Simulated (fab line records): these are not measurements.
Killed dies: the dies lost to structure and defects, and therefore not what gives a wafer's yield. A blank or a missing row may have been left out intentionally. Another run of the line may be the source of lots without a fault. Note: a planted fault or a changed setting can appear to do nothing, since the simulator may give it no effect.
Matching of chambers || flow n5-finfet || N5_BEOL_M10_CVD_75 on cvd-co-01 has 3 sister chambers
The step deposits Co from CCTBA/H2, target thk 2 nm, time 138.9 s. 3 wafers are shown with their chamber, then 7 later ones without.

## WAFERS PAIRED WITH THEIR CHAMBERS
{"wafer": "L786.3", "chamber": 1, "run-length-s (s)": 161.3}
{"wafer": "L798.2", "chamber": 0, "run-length-s (s)": 161.0}
{"wafer": "L798.4", "chamber": 2, "run-length-s (s)": 160.8}

## WAFERS WITH NO CHAMBER GIVEN
{"wafer": "L798.5", "run-length-s (s)": 161.7}
{"wafer": "L804.1", "run-length-s (s)": 161.0}
{"wafer": "L804.3", "run-length-s (s)": 161.1}
{"wafer": "L804.6", "run-length-s (s)": 160.9}
{"wafer": "L803.1", "run-length-s (s)": 161.6}
{"wafer": "L803.4", "run-length-s (s)": 160.9}
{"wafer": "L803.6", "run-length-s (s)": 161.6}

## CHAMBER TAKEN BY EACH
{"wafer": "L798.5", "from the rows above": "can't be placed: 1 or 0", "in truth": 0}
{"wafer": "L804.1", "from the rows above": "can't be placed: 0 or 2 or 1", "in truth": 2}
{"wafer": "L804.3", "from the rows above": "can't be placed: 0 or 1 or 2", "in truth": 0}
{"wafer": "L804.6", "from the rows above": "can't be placed: 0 or 2 or 1", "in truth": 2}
{"wafer": "L803.1", "from the rows above": "can't be placed: 1 or 0", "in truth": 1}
{"wafer": "L803.4", "from the rows above": "can't be placed: 0 or 2 or 1", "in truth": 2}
{"wafer": "L803.6", "from the rows above": "can't be placed: 1 or 0", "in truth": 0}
Correctly placed: 0 of 7. Not placeable from these rows: 7 (in 7, the candidates include the true chamber). Wrongly placed: 0.
How it was worked out, from the rows above alone: a wafer's distance from a chamber is the root of the sum, over the readings, of the square of ((its reading less the chamber's mean) divided by the reading's scatter). If the next closest chamber is less than 2 further off than the closest, the wafer can't be placed; otherwise it belongs to the closest. Each chamber's mean is taken over the wafers shown for it. The scatter: root of mean squared gap, hidden wafer to nearest shown wafer, with one shown wafer a chamber.
